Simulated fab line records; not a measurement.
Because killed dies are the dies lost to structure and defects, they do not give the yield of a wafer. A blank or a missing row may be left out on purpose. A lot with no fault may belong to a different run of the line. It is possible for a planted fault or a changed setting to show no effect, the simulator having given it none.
fab line records	flow nandHarc
record lots=24	wafers=72	lastDay=34
route steps=1302 shown P_M1@316 P_M2@339 P_BONDPAD@364
lots with no fault: from the same line, run without faults
startH: hours from the record's first day to the start of the lot's first wafer shown	waitH: hours from the lot's prior step to this one	" unchanged from the row above	L1.1+2: a row that stands for several wafers	- value missing, or start not given	* or withheld: withheld	< > ~ a bound
route shown NAME@n: a module of which the file shows steps, and the number in the route of the first	usual: mean/standard deviation of fault-free wafers	same: alike in all rows	chamber/n: place in a boat	sites: per-site readings	_std_site: standard deviation of those values	_edge_site: inner sites' mean taken away from outer sites' mean	radiusMm: for every site, how far away it sits from the centre of the wafer	mask NAME#n: copy n	behind: the most recent tool/chamber to have shaped the wafer	hold: reason for holding the lot/hours on hold/outcome of the hold	device: names the non-switching transistor (n, p or np)	end of line: the tests these same wafers got at the end of their route	where a step has no rows: the recipe by itself	killed: dies that structure and defects cost at the first sort, which is not the same as the wafer's yield	map: a wafer's dies, marking killed ones x, the rest . and places with no die _
set.NAME: setting as actually run; set.NAME@STEP: the setting as run at that earlier step	model.NAME: the simulator's own value behind a step, which no gauge read
steps of the route over a sample of lots; a table a step, a row a wafer
services: a tool's chamber out of use, with start hour (startH, from the record's first day; less than 0 if before it), hours out, and reason
## steps
# step NHARC_P_M1_PRE_CLEAN_32
# recipe timeS=12	tempC=370	rfPowerW=300	gas=NH3
# usual heaterPowerW=625/64	rfFwdPowerW=292.5/0.74
lot.wafer	tool	chamber	startH	waitH	heaterPowerW	rfFwdPowerW
L074.1	pecvd-03	1	136.45	0.1	607	292.9
L074.6	"	2	"	"	546	293.1
L074.4	"	0	"	"	709	292.3
L075.3	pecvd-04	1	139.00	0.1	545	292.4
L075.6	"	1	"	"	542	292.6
L075.5	"	2	"	"	583	292.9
L076.3	pecvd-04	1	148.85	0.1	529	292.5
L076.5	"	0	"	"	771	292.6
L076.6	"	1	"	"	529	293.6
L078.5	pecvd-03	2	165.12	0.1	584	293.7
L078.6	"	0	"	"	622	293.4
L078.4	"	1	"	"	634	290.7
L077.2	pecvd-04	1	165.58	0.1	528	294.4
L077.3	"	0	"	"	808	294.0
L077.5	"	1	"	"	539	293.1
L079.1	pecvd-01	0	180.53	0.1	716	293.0
L079.2	"	2	"	"	587	293.3
L079.4	"	0	"	"	732	292.7
L080.1	pecvd-04	1	192.03	0.1	628	293.1
L080.3	"	2	"	"	604	294.1
L080.5	"	2	"	"	590	294.3
L081.2	pecvd-01	2	200.07	0.1	519	292.2
L081.1	"	0	"	"	658	292.9
L081.3	"	1	"	"	662	293.3
L082.3	pecvd-04	2	211.39	0.1	579	293.2
L082.1	"	1	"	"	555	292.8
L082.5	"	1	"	"	576	293.1
L083.2	pecvd-01	0	229.27	0.1	599	292.5
L083.5	"	1	"	"	578	292.3
L083.6	"	2	"	"	545	292.5
L084.3	pecvd-01	2	235.23	0.1	572	291.7
L084.5	"	0	"	"	708	292.7
L084.4	"	1	"	"	557	290.9
L085.3	pecvd-01	2	240.72	0.1	549	291.9
L085.5	"	0	"	"	647	292.2
L085.4	"	1	"	"	616	292.8
L086.2	pecvd-04	1	245.43	0.1	581	291.7
L086.6	"	0	"	"	740	292.1
L086.5	"	2	"	"	648	292.7
L087.2	pecvd-03	1	254.77	0.1	621	292.9
L087.1	"	2	"	"	620	292.5
L087.4	"	2	"	"	631	293.1
L089.3	pecvd-01	2	272.51	0.1	595	292.4
L089.2	"	0	"	"	723	292.4
L089.6	"	0	"	"	709	292.3
L088.3	pecvd-01	1	273.65	0.1	555	293.5
L088.6	"	2	"	"	565	292.6
L088.4	"	0	"	"	618	292.6
L090.2	pecvd-03	2	292.80	0.1	615	293.5
L090.3	"	0	"	"	712	293.9
L090.1	"	1	"	"	551	291.9
L091.2	pecvd-03	2	299.93	0.1	579	292.4
L091.3	"	0	"	"	709	292.1
L091.1	"	1	"	"	634	292.8
L092.1	pecvd-03	1	306.75	0.1	570	293.2
L092.2	"	2	"	"	623	293.5
L092.5	"	0	"	"	711	291.9
L093.1	pecvd-04	1	317.45	0.1	568	291.8
L093.2	"	2	"	"	575	291.6
L093.5	"	2	"	"	607	292.0
L094.1	pecvd-04	1	335.35	0.1	575	293.0
L094.3	"	2	"	"	619	292.6
L094.5	"	0	"	"	717	291.5
L095.3	pecvd-03	0	336.54	0.1	699	294.1
L095.1	"	1	"	"	620	292.9
L095.2	"	2	"	"	647	293.3
L096.3	pecvd-01	1	346.83	0.1	609	291.9
L096.1	"	0	"	"	614	290.5
L096.4	"	2	"	"	564	292.5
L097.2	pecvd-03	2	365.89	0.1	629	293.3
L097.5	"	2	"	"	656	293.0
L097.6	"	0	"	"	652	291.5
# step NHARC_P_M2_PRE_CLEAN_30
# recipe timeS=30	tempC=280	gas=H2/He
# usual heaterPowerW=413/46
lot.wafer	tool	chamber	startH	waitH	heaterPowerW
L074.4	pvdSputter-01	-	-	-	409
L074.1	"	-	"	"	400
L074.6	"	-	"	"	396
L075.3	pvdSputter-02	-	-	-	444
L075.6	"	-	"	"	478
L075.5	"	-	"	"	368
L076.3	pvdSputter-02	-	-	-	373
L076.5	"	-	"	"	478
L076.6	"	-	"	"	380
L078.4	pvdSputter-02	-	-	-	375
L078.6	"	-	"	"	424
L078.5	"	-	"	"	470
L077.3	pvdSputter-03	-	-	-	467
L077.2	"	-	"	"	412
L077.5	"	-	"	"	490
L079.1	pvdSputter-02	-	-	-	375
L079.4	"	-	"	"	428
L079.2	"	-	"	"	459
L080.1	pvdSputter-02	-	-	-	374
L080.3	"	-	"	"	425
L080.5	"	-	"	"	364
L081.3	pvdSputter-02	-	-	-	378
L081.1	"	-	"	"	431
L081.2	"	-	"	"	475
L082.1	pvdSputter-02	-	-	-	459
L082.3	"	-	"	"	384
L082.5	"	-	"	"	378
L083.2	pvdSputter-03	-	-	-	469
L083.6	"	-	"	"	427
L083.5	"	-	"	"	521
L084.4	pvdSputter-03	-	-	-	496
L084.3	"	-	"	"	454
L084.5	"	-	"	"	509
L085.3	pvdSputter-02	-	-	-	425
L085.4	"	-	"	"	478
L085.5	"	-	"	"	375
L086.2	pvdSputter-01	-	-	-	424
L086.6	"	-	"	"	427
L086.5	"	-	"	"	331
L087.1	pvdSputter-02	-	-	-	369
L087.4	"	-	"	"	465
L087.2	"	-	"	"	373
L089.3	pvdSputter-01	-	-	-	419
L089.2	"	-	"	"	334
L089.6	"	-	"	"	420
L088.4	pvdSputter-03	-	-	-	418
L088.3	"	-	"	"	459
L088.6	"	-	"	"	421
L090.2	pvdSputter-01	-	-	-	339
L090.1	"	-	"	"	404
L090.3	"	-	"	"	432
L091.3	pvdSputter-02	-	-	-	379
L091.1	"	-	"	"	369
L091.2	"	-	"	"	435
L092.2	pvdSputter-01	-	-	-	329
L092.1	"	-	"	"	404
L092.5	"	-	"	"	337
L093.2	pvdSputter-01	-	-	-	327
L093.1	"	-	"	"	412
L093.5	"	-	"	"	335
L094.1	pvdSputter-02	-	-	-	486
L094.3	"	-	"	"	381
L094.5	"	-	"	"	494
L095.1	pvdSputter-01	-	-	-	329
L095.2	"	-	"	"	414
L095.3	"	-	"	"	405
L096.3	pvdSputter-01	-	-	-	413
L096.4	"	-	"	"	437
L096.1	"	-	"	"	334
L097.2	pvdSputter-02	-	-	-	495
L097.5	"	-	"	"	385
L097.6	"	-	"	"	441
# step NHARC_P_BONDPAD_CD_MEAS_09
# recipe targetCdNm=500	landingEnergyEv=500
# usual cdNm=498.9/2.8
lot.wafer	tool	chamber	startH	waitH	cdNm
L074.1	cdSem-02	0	142.15	-	495.8
L074.4	"	0	"	"	499.4
L074.6	"	0	"	"	497.2
L075.3	cdSem-01	0	144.83	-	501.3
L075.5	"	0	"	"	502.4
L075.6	"	0	"	"	497.9
L076.3	cdSem-01	0	154.64	-	499.6
L076.5	"	0	"	"	502.0
L076.6	"	0	"	"	500.7
L078.4	cdSem-03	0	171.21	-	502.7
L078.5	"	0	"	"	503.1
L078.6	"	0	"	"	501.2
L077.2	cdSem-01	0	171.55	-	494.9
L077.3	"	0	"	"	494.0
L077.5	"	0	"	"	497.4
L079.1	cdSem-03	0	186.71	-	498.2
L079.2	"	0	"	"	495.7
L079.4	"	0	"	"	496.3
L080.1	cdSem-02	0	198.03	-	497.4
L080.3	"	0	"	"	497.0
L080.5	"	0	"	"	499.1
L081.1	cdSem-01	0	206.10	-	502.0
L081.2	"	0	"	"	498.0
L081.3	"	0	"	"	502.9
L082.1	cdSem-03	0	217.20	-	494.4
L082.3	"	0	"	"	500.0
L082.5	"	0	"	"	495.7
L083.2	cdSem-03	0	235.17	-	497.7
L083.5	"	0	"	"	497.6
L083.6	"	0	"	"	497.7
L084.3	cdSem-03	0	241.09	-	499.4
L084.4	"	0	"	"	494.9
L084.5	"	0	"	"	499.7
L085.3	cdSem-01	0	246.45	-	502.6
L085.4	"	0	"	"	499.8
L085.5	"	0	"	"	503.6
L086.2	cdSem-03	0	251.36	-	496.3
L086.5	"	0	"	"	496.4
L086.6	"	0	"	"	495.6
L087.1	cdSem-02	0	260.65	-	500.9
L087.2	"	0	"	"	502.2
L087.4	"	0	"	"	498.6
L088.3	cdSem-03	0	279.53	-	495.0
L088.4	"	0	"	"	494.4
L088.6	"	0	"	"	497.9
L089.2	cdSem-01	0	279.90	-	499.7
L089.3	"	0	"	"	495.5
L089.6	"	0	"	"	498.9
L090.1	cdSem-01	0	298.68	-	504.0
L090.2	"	0	"	"	503.6
L090.3	"	0	"	"	506.6
L091.1	cdSem-02	0	305.70	-	501.3
L091.2	"	0	"	"	500.6
L091.3	"	0	"	"	503.6
L092.1	cdSem-03	0	314.06	-	496.6
L092.2	"	0	"	"	498.6
L092.5	"	0	"	"	501.3
L093.1	cdSem-01	0	323.36	-	502.7
L093.2	"	0	"	"	503.1
L093.5	"	0	"	"	502.5
L094.1	cdSem-03	0	341.05	-	500.7
L094.3	"	0	"	"	497.4
L094.5	"	0	"	"	496.2
L095.1	cdSem-03	0	342.28	-	497.4
L095.2	"	0	"	"	500.1
L095.3	"	0	"	"	501.7
L096.1	cdSem-01	0	352.58	-	499.4
L096.3	"	0	"	"	498.8
L096.4	"	0	"	"	496.9
L097.2	cdSem-01	0	371.63	-	497.7
L097.5	"	0	"	"	498.9
L097.6	"	0	"	"	497.5
# step NHARC_P_BONDPAD_STRIP_15
# recipe o2FlowSccm=500	arFlowSccm=0	biasW=0	chemistry=O2
# usual drypumpMotorCurrentA=5.5/0.43	o2FlowSccm=500.0/1.5	oesProductAu=0.994/0.012	rfVppV=57.9/0.83	showerheadPlenumPTorr=3.52/0.12	throttleValvePct=17.036/0.0093
lot.wafer	tool	chamber	startH	waitH	drypumpMotorCurrentA	o2FlowSccm	oesProductAu	rfHoursCounterH	rfVppV	showerheadPlenumPTorr	throttleValvePct
L074.1	rieDiel-10	1	142.75	0.1	5.7	499.8	1.011	1.5	57.7	3.49	17.054
L074.4	"	0	"	"	5.7	497.6	0.982	1.5	57.7	3.44	17.023
L074.6	"	1	"	"	5.7	500.3	1.012	-	57.5	3.49	17.034
L075.3	rieDiel-08	2	145.49	0.1	6.0	501.3	1.010	8.1	58.3	3.36	17.040
L075.6	"	0	"	"	5.5	496.7	1.004	-	57.8	3.48	17.022
L075.5	"	1	"	"	5.9	498.7	0.982	-	59.1	3.65	17.031
L076.3	rieDiel-10	3	155.28	0.1	4.8	500.1	0.984	2.3	57.3	3.61	17.051
L076.6	"	3	"	"	4.8	503.5	0.991	-	57.4	3.61	17.028
L076.5	"	0	"	"	5.7	502.1	0.977	-	57.2	3.44	17.038
L078.4	rieDiel-09	2	171.85	0.1	6.6	499.6	1.007	1.0	57.9	3.47	17.043
L078.6	"	3	"	"	4.9	500.0	0.985	-	58.9	3.70	17.042
L078.5	"	0	"	"	5.5	500.3	0.994	-	58.3	3.44	17.052
L077.3	rieDiel-09	0	172.22	0.1	5.5	501.9	0.992	1.5	58.7	3.44	17.046
L077.2	"	1	"	"	5.5	499.0	0.971	1.0	56.9	3.48	17.021
L077.5	"	0	"	"	5.5	501.6	0.995	-	56.1	3.44	17.041
L079.2	rieDiel-08	3	187.31	0.1	5.3	502.4	0.991	9.5	56.1	3.32	17.039
L079.1	"	2	"	"	6.0	500.7	1.014	10.7	56.9	3.36	17.028
L079.4	"	3	"	"	5.3	501.7	1.002	-	57.3	3.32	17.038
L080.1	rieDiel-10	1	198.63	0.1	5.7	500.4	1.004	2.9	56.8	3.49	17.027
L080.3	"	0	"	"	5.7	501.1	0.989	3.0	57.7	3.44	17.042
L080.5	"	1	"	"	5.7	498.8	0.996	-	57.3	3.49	17.034
L081.2	rieDiel-09	3	206.70	0.1	4.9	499.9	0.976	3.7	58.0	3.70	17.041
L081.1	"	0	"	"	5.5	499.3	0.997	3.6	57.4	3.44	17.021
L081.3	"	1	"	"	5.6	503.1	0.975	3.1	57.5	3.48	17.041
L082.1	rieDiel-10	1	217.80	0.1	5.7	499.5	1.008	3.3	58.2	3.49	17.053
L082.3	"	3	"	"	4.9	497.5	0.988	3.3	59.9	3.61	17.028
L082.5	"	2	"	"	5.3	501.3	1.016	-	57.8	3.70	17.033
L083.2	rieDiel-10	2	235.85	0.1	5.2	500.3	0.998	3.6	58.6	3.70	17.041
L083.6	"	0	"	"	5.7	500.1	0.987	-	58.2	3.44	17.037
L083.5	"	1	"	"	5.7	498.5	0.992	-	59.2	3.49	17.050
L084.4	rieDiel-08	1	241.69	0.1	5.9	500.6	0.990	1.2	56.6	3.65	17.039
L084.3	"	2	"	"	6.0	500.5	0.984	1.5	57.3	3.36	17.063
L084.5	"	2	"	"	6.0	499.5	0.980	-	57.1	3.36	17.045
L085.3	rieDiel-09	3	247.06	0.1	5.0	500.3	1.004	5.6	58.1	3.70	17.034
L085.4	"	3	"	"	4.9	500.4	0.992	-	57.4	3.70	17.028
L085.5	"	1	"	"	5.5	501.7	0.976	-	56.9	3.48	17.040
L086.2	rieDiel-09	0	251.98	0.1	5.4	499.1	1.003	6.0	56.7	3.44	17.039
L086.5	"	3	"	"	4.9	498.7	0.991	-	59.4	3.70	17.030
L086.6	"	0	"	"	5.4	500.3	1.001	-	58.3	3.44	17.049
L087.2	rieDiel-08	0	261.26	0.1	5.5	499.1	1.011	2.5	57.5	3.48	17.041
L087.4	"	2	"	"	6.0	500.2	0.983	2.4	57.5	3.36	17.038
L087.1	"	3	"	"	5.3	497.9	0.993	2.8	58.4	3.32	17.045
L088.4	rieDiel-08	0	280.13	0.1	5.5	501.0	1.020	4.2	57.7	3.47	17.046
L088.3	"	2	"	"	6.0	500.6	0.969	3.8	57.5	3.36	17.036
L088.6	"	1	"	"	5.9	498.2	0.985	-	57.3	3.65	17.045
L089.2	rieDiel-10	0	280.53	0.1	5.7	503.8	0.984	0.8	57.7	3.44	17.036
L089.3	"	1	"	"	5.7	499.6	1.001	0.7	58.2	3.49	17.035
L089.6	"	0	"	"	5.7	499.5	0.991	-	58.2	3.44	17.034
L090.2	rieDiel-09	0	299.33	0.1	5.4	498.7	0.987	8.5	57.3	3.44	17.043
L090.1	"	1	"	"	5.6	500.3	0.963	8.0	58.3	3.48	17.008
L090.3	"	3	"	"	4.9	497.3	0.991	8.6	57.2	3.70	17.025
L091.1	rieDiel-09	3	306.30	0.1	4.9	497.1	1.005	9.0	59.1	3.70	17.043
L091.3	"	0	"	"	5.5	497.1	0.994	8.9	57.5	3.44	17.038
L091.2	"	1	"	"	5.6	499.6	0.974	8.4	57.6	3.48	17.030
L092.2	rieDiel-10	3	314.66	0.1	4.8	499.4	0.994	1.8	57.7	3.61	17.023
L092.1	"	0	"	"	5.7	501.4	1.004	1.9	58.0	3.44	17.042
L092.5	"	0	"	"	5.7	503.5	0.998	-	56.3	3.44	17.032
L093.1	rieDiel-10	0	323.97	0.1	5.7	498.3	0.997	2.1	57.2	3.44	17.044
L093.2	"	2	"	"	5.2	499.4	1.001	2.2	59.1	3.70	17.049
L093.5	"	3	"	"	4.8	497.0	0.983	-	57.8	3.61	17.040
L094.1	rieDiel-08	0	341.65	0.1	5.5	500.6	1.015	5.8	57.2	3.47	17.042
L094.3	"	3	"	"	5.3	500.6	0.979	6.1	59.1	3.32	17.029
L094.5	"	0	"	"	5.5	501.1	1.009	-	58.4	3.47	17.044
L095.3	rieDiel-08	3	342.88	0.1	5.3	500.8	0.979	6.2	58.4	3.32	17.033
L095.1	"	0	"	"	5.5	499.6	1.006	5.8	57.2	3.47	17.023
L095.2	"	2	"	"	6.0	498.0	0.998	5.8	59.1	3.36	17.046
L096.1	rieDiel-10	1	353.19	0.1	5.7	501.8	0.992	2.9	57.8	3.49	17.030
L096.3	"	2	"	"	5.2	500.5	1.002	3.0	58.9	3.70	17.024
L096.4	"	3	"	"	4.8	498.8	0.988	2.9	57.5	3.61	17.039
L097.2	rieDiel-09	3	372.27	0.1	4.9	502.6	1.008	1.8	58.3	3.70	17.022
L097.5	"	0	"	"	5.5	500.1	0.984	-	58.2	3.44	17.031
L097.6	"	1	"	"	5.6	498.5	1.007	-	58.4	3.48	17.049
# step NHARC_P_BONDPAD_ETCH_24
# recipe targetDepthA=300	overEtchFrac=0.3	timeS=72.99	ionEnergyEv=150	cf4FlowSccm=50	n2FlowSccm=100	arFlowSccm=150	rfW=300	biasW=100	chemistry=CF4/N2
# usual drypumpMotorCurrentA=5.5/0.45	oesProductAu=0.993/0.013	rfFwdPowerW=297.9/1.1	rfVppV=314.0/1.7	showerheadPlenumPTorr=2.62/0.09	throttleValvePct=19.795/0.0092
lot.wafer	tool	chamber	startH	waitH	drypumpMotorCurrentA	oesProductAu	rfFwdPowerW	rfHoursCounterH	rfVppV	showerheadPlenumPTorr	throttleValvePct
L074.4	rieDiel-10	3	-	-	4.9	0.984	297.2	1.5	316.6	2.69	19.792
L074.1	"	1	"	"	5.7	1.023	298.1	1.6	314.4	2.60	19.798
L074.6	"	3	"	"	4.8	0.996	297.4	-	315.1	2.69	19.791
L075.3	rieDiel-08	1	-	-	5.9	0.988	298.4	7.9	316.2	2.72	19.813
L075.6	"	3	"	"	5.3	0.993	296.7	-	311.4	2.47	19.804
L075.5	"	0	"	"	5.5	0.989	294.7	-	314.1	2.59	19.772
L076.3	rieDiel-10	1	-	-	5.7	0.996	296.9	2.1	313.2	2.60	19.792
L076.5	"	1	"	"	5.7	0.988	297.7	-	314.4	2.60	19.780
L076.6	"	2	"	"	5.3	1.001	298.8	-	317.1	2.75	19.796
L078.4	rieDiel-09	0	-	-	5.5	0.994	299.4	1.4	311.5	2.56	19.788
L078.5	"	3	"	"	4.9	0.982	297.8	-	315.6	2.76	19.801
L078.6	"	0	"	"	5.4	0.988	298.6	-	312.3	2.56	19.797
L077.2	rieDiel-09	1	-	-	5.6	0.977	298.1	1.0	313.4	2.59	19.796
L077.3	"	2	"	"	6.6	1.006	297.6	1.1	313.4	2.58	19.791
L077.5	"	2	"	"	6.5	1.000	297.6	-	312.6	2.58	19.773
L079.2	rieDiel-08	2	187.49	0.2	6.0	1.020	298.1	10.8	312.3	2.50	19.793
L079.1	"	1	"	"	5.9	0.986	298.1	10.6	313.9	2.72	19.808
L079.4	"	2	"	"	6.0	1.006	296.9	-	312.6	2.50	19.802
L080.3	rieDiel-10	1	-	-	5.7	1.004	298.6	2.9	313.4	2.60	19.789
L080.1	"	0	"	"	5.7	0.979	298.1	3.1	313.8	2.56	19.786
L080.5	"	1	"	"	5.7	0.989	297.3	-	313.2	2.60	19.778
L081.1	rieDiel-09	2	-	-	6.6	1.003	297.8	3.3	313.3	2.58	19.796
L081.2	"	3	"	"	4.9	0.979	298.6	3.8	316.1	2.75	19.801
L081.3	"	0	"	"	5.5	1.009	298.4	3.6	312.4	2.56	19.812
L082.1	rieDiel-10	2	-	-	5.2	1.013	298.3	2.7	317.2	2.75	19.807
L082.3	"	3	"	"	4.9	0.989	299.2	3.3	315.0	2.69	19.804
L082.5	"	0	"	"	5.7	0.997	298.6	-	312.3	2.56	19.782
L083.2	rieDiel-10	3	-	-	4.9	0.973	300.2	4.1	316.4	2.69	19.800
L083.5	"	0	"	"	5.7	0.989	298.2	-	313.1	2.56	19.779
L083.6	"	1	"	"	5.7	1.003	298.0	-	314.4	2.60	19.788
L084.3	rieDiel-08	1	-	-	5.9	0.989	298.0	1.2	318.1	2.72	19.794
L084.4	"	0	"	"	5.5	0.998	298.5	1.2	315.1	2.59	19.779
L084.5	"	2	"	"	6.0	0.972	295.8	-	313.2	2.50	19.808
L085.3	rieDiel-09	2	247.25	0.2	6.6	1.003	297.4	6.1	313.4	2.58	19.778
L085.5	"	1	"	"	5.6	0.971	298.0	-	313.5	2.59	19.801
L085.4	"	3	"	"	4.9	0.997	298.4	-	316.7	2.75	19.798
L086.2	rieDiel-09	1	-	-	5.6	0.961	297.2	6.0	313.1	2.59	19.795
L086.5	"	2	"	"	6.5	1.002	297.6	-	313.4	2.58	19.785
L086.6	"	3	"	"	4.9	0.982	298.8	-	317.1	2.75	19.783
L087.2	rieDiel-08	3	-	-	5.3	0.997	298.2	2.8	312.6	2.47	19.787
L087.4	"	0	"	"	5.5	1.013	297.7	2.5	314.5	2.59	19.794
L087.1	"	1	"	"	5.9	0.999	297.4	2.1	315.1	2.72	19.794
L088.3	rieDiel-08	3	-	-	5.3	0.996	297.2	4.4	310.1	2.47	19.797
L088.4	"	1	"	"	5.9	0.985	298.0	3.8	314.7	2.72	19.802
L088.6	"	3	"	"	5.3	0.993	299.0	-	311.2	2.47	19.796
L089.3	rieDiel-10	3	-	-	4.8	1.006	299.0	0.8	314.3	2.69	19.801
L089.2	"	1	"	"	5.7	0.993	299.7	0.7	312.6	2.60	19.800
L089.6	"	2	"	"	5.2	1.004	299.7	-	315.8	2.75	19.798
L090.2	rieDiel-09	1	299.51	0.2	5.6	0.964	297.8	8.0	312.3	2.59	19.800
L090.3	"	3	"	"	4.9	0.987	297.0	8.6	316.9	2.75	19.790
L090.1	"	0	"	"	5.5	0.983	298.6	8.5	313.8	2.56	19.805
L091.2	rieDiel-09	3	306.48	0.1	4.9	1.003	297.5	9.0	316.8	2.75	19.768
L091.3	"	0	"	"	5.5	0.993	297.6	9.0	313.0	2.56	19.791
L091.1	"	1	"	"	5.5	0.981	297.4	8.4	313.8	2.59	19.792
L092.1	rieDiel-10	0	-	-	5.7	0.988	298.7	1.9	313.3	2.56	19.785
L092.2	"	2	"	"	5.2	0.996	297.8	1.9	315.7	2.75	19.809
L092.5	"	3	"	"	4.8	0.987	298.3	-	313.4	2.69	19.797
L093.1	rieDiel-10	2	-	-	5.2	1.011	296.8	2.2	316.0	2.75	19.798
L093.2	"	0	"	"	5.7	0.991	300.4	2.1	311.8	2.56	19.801
L093.5	"	2	"	"	5.3	1.001	298.5	-	316.5	2.75	19.801
L094.3	rieDiel-08	0	-	-	5.5	0.998	294.7	5.8	313.1	2.58	19.791
L094.1	"	2	"	"	6.0	0.975	297.3	5.8	311.2	2.50	19.808
L094.5	"	1	"	"	5.9	0.985	296.8	-	315.5	2.72	19.789
L095.1	rieDiel-08	2	-	-	6.0	0.997	297.0	5.8	310.9	2.50	19.802
L095.2	"	3	"	"	5.3	0.982	298.6	6.2	310.4	2.47	19.778
L095.3	"	0	"	"	5.5	1.008	295.8	5.9	313.1	2.58	19.791
L096.3	rieDiel-10	0	-	-	5.7	0.990	297.2	3.0	312.2	2.56	19.811
L096.4	"	1	"	"	5.7	0.976	298.2	3.0	314.6	2.59	19.804
L096.1	"	2	"	"	5.3	1.000	299.9	3.1	315.6	2.75	19.798
L097.2	rieDiel-09	2	-	-	6.6	1.009	298.3	2.0	313.0	2.58	19.796
L097.5	"	1	"	"	5.5	1.007	297.3	-	314.4	2.59	19.792
L097.6	"	2	"	"	6.5	1.014	298.1	-	311.5	2.58	19.808
# step NHARC_P_BONDPAD_INSPECT_23
# usual rawDefectCount=361/130
lot.wafer	tool	chamber	startH	waitH	rawDefectCount
L074.1	defectInspect-02	-	144.93	0.0	486
L074.4	"	-	"	"	783
L074.6	"	-	"	"	665
L075.3	defectInspect-02	-	147.65	0.0	205
L075.5	"	-	"	"	234
L075.6	"	-	"	"	257
L076.3	defectInspect-01	-	157.47	0.0	308
L076.5	"	-	"	"	497
L076.6	"	-	"	"	723
L078.4	defectInspect-01	-	174.05	0.0	295
L078.5	"	-	"	"	370
L078.6	"	-	"	"	398
L077.2	defectInspect-01	-	174.52	0.0	267
L077.3	"	-	"	"	187
L077.5	"	-	"	"	285
L079.1	defectInspect-01	-	189.52	0.0	299
L079.2	"	-	"	"	315
L079.4	"	-	"	"	414
L080.1	defectInspect-01	-	200.78	0.0	280
L080.3	"	-	"	"	321
L080.5	"	-	"	"	341
L081.1	defectInspect-01	-	208.87	0.0	439
L081.2	"	-	"	"	305
L081.3	"	-	"	"	404
L082.1	defectInspect-01	-	219.95	0.0	319
L082.3	"	-	"	"	367
L082.5	"	-	"	"	427
L083.2	defectInspect-01	-	238.01	0.0	181
L083.5	"	-	"	"	199
L083.6	"	-	"	"	162
L084.3	defectInspect-01	-	243.88	0.0	404
L084.4	"	-	"	"	311
L084.5	"	-	"	"	298
L085.3	defectInspect-02	-	249.25	0.0	314
L085.4	"	-	"	"	284
L085.5	"	-	"	"	650
L086.2	defectInspect-02	-	254.17	0.0	264
L086.5	"	-	"	"	372
L086.6	"	-	"	"	322
L087.1	defectInspect-01	-	263.40	0.0	337
L087.2	"	-	"	"	421
L087.4	"	-	"	"	303
L088.3	defectInspect-02	-	282.31	0.0	310
L088.4	"	-	"	"	275
L088.6	"	-	"	"	386
L089.2	defectInspect-02	-	282.69	0.0	289
L089.3	"	-	"	"	496
L089.6	"	-	"	"	255
L090.1	defectInspect-01	-	301.53	0.0	530
L090.2	"	-	"	"	712
L090.3	"	-	"	"	579
L091.1	defectInspect-01	-	308.51	0.0	523
L091.2	"	-	"	"	628
L091.3	"	-	"	"	528
L092.1	defectInspect-01	-	316.82	0.0	339
L092.2	"	-	"	"	137
L092.5	"	-	"	"	263
L093.1	defectInspect-01	-	326.13	0.0	314
L093.2	"	-	"	"	300
L093.5	"	-	"	"	367
L094.1	defectInspect-01	-	343.87	0.0	208
L094.3	"	-	"	"	173
L094.5	"	-	"	"	251
L095.1	defectInspect-01	-	345.03	0.0	324
L095.2	"	-	"	"	306
L095.3	"	-	"	"	221
L096.1	defectInspect-01	-	355.44	0.0	334
L096.3	"	-	"	"	285
L096.4	"	-	"	"	274
L097.2	defectInspect-02	-	374.40	0.0	448
L097.5	"	-	"	"	763
L097.6	"	-	"	"	419
## services
tool	chamber	startH	hours	kind
rieDiel-10	-	122.26	5.2	repair
rieDiel-09	-	136.85	0.6	repair
rieDiel-09	-	143.10	9.0	pm
rieDiel-08	0	179.01	24.6	repair
rieDiel-08	1	181.42	3.5	repair
rieDiel-08	-	184.41	1.0	repair
rieDiel-08	-	190.80	9.0	pm
pvdSputter-02	-	195.39	2.0	repair
pvdSputter-02	-	217.84	1.8	repair
pvdSputter-02	-	220.78	1.4	repair
pvdSputter-02	-	229.21	1.2	repair
rieDiel-10	0	230.78	2.4	repair
rieDiel-09	3	239.71	6.7	repair
rieDiel-10	-	242.50	9.0	pm
rieDiel-09	0	246.91	4.1	repair
rieDiel-10	-	263.29	1.1	repair
rieDiel-10	0	266.94	6.7	repair
pvdSputter-02	-	271.34	6.3	repair
rieDiel-08	2	271.40	3.6	repair
rieDiel-09	2	296.37	13.2	repair
rieDiel-10	3	298.43	4.2	repair
rieDiel-09	-	320.10	9.0	pm
rieDiel-08	1	363.79	6.3	repair
rieDiel-08	-	367.80	9.0	pm
## key
fault none
